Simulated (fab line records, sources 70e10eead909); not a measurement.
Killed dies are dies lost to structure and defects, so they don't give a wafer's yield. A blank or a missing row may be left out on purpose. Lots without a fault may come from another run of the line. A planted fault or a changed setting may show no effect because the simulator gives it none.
Which tool did it? | flow nand_harc | 6 lots, 18 wafers sampled, at 3 steps of a route of 1159

WHAT THE GAUGES READ, wafer by wafer
NHARC_P_GATE_CD_MEAS_59: target cd 720 nm.
lot  | measured    | on        | cd_nm (nm)
L337 | day 5 21:53 | cd_sem-02 | 718.5 718.1 717.7
L339 | day 6 07:49 | cd_sem-01 | 721.6 720.0 719.6
L341 | day 7 01:43 | cd_sem-01 | 722.0 719.7 718.3
L346 | day 8 17:31 | cd_sem-02 | 719.3 717.0 719.5
L347 | day 8 11:34 | cd_sem-02 | 718.2 720.0 720.1
L351 | day 9 08:08 | cd_sem-03 | - - -

WHICH TOOL RAN EACH LOT (tool, then ch and the chambers of the sampled wafers, then the start)
lot  | NHARC_P_GATE_DESCUM_31            | NHARC_P_GATE_EXPOSE_56
L337 | rie_diel-12 ch 0,3, day 5 08:19   | krf_scanner-01 ch 0, day 5 21:44
L339 | rie_diel-13 ch 0,1,3, day 5 18:17 | krf_scanner-01 ch 0, day 6 07:40
L341 | rie_diel-09 ch 0,1,2, day 6 12:01 | krf_scanner-03 ch 0, day 7 01:34
L346 | rie_diel-13 ch 1,3, day 7 22:38   | krf_scanner-03 ch 0, day 8 17:22
L347 | rie_diel-12 ch 0,2, day 7 21:58   | krf_scanner-03 ch 0, day 8 11:25
L351 | rie_diel-12 ch 0,2,3, day 8 18:39 | krf_scanner-01 ch 0, day 9 07:58
- NHARC_P_GATE_DESCUM_31: chemistry O2, time 3 s.
- NHARC_P_GATE_EXPOSE_56: exposes mask P PSD, target cd 720 nm.

THE ANSWER, worked out from the rows above alone
Rule: what is usual is taken from the lots themselves. Put in order of their means at a reading, lots are off if they are a third of the lots or fewer, leave a main group of 4 or more, and stand apart from it by a gap of 3 or more times the standard deviation of the main group's means; of several such gaps the widest counts. A main group whose means are all the same, to the digits that the tables above print for the reading, isn't used. A lot without any number at a reading at which 4 lots or more have one is off too. The other lots that the step has rows for count as sound.
Off: L351, at NHARC_P_GATE_CD_MEAS_59 (cd_nm). Without a number there: L351. The main group: mean 719.3 nm, standard deviation 0.85.
A tool fits if, at a process step before that reading, it ran every lot that is off, and no sound lot after the first of them. The gauges at NHARC_P_GATE_CD_MEAS_59 are tried like those tools. Can't be told from this: 3 tools fit, rie_diel-12 at NHARC_P_GATE_DESCUM_31, krf_scanner-01 at NHARC_P_GATE_EXPOSE_56, cd_sem-03 at NHARC_P_GATE_CD_MEAS_59.

WHAT THE SIMULATOR HAD PUT IN
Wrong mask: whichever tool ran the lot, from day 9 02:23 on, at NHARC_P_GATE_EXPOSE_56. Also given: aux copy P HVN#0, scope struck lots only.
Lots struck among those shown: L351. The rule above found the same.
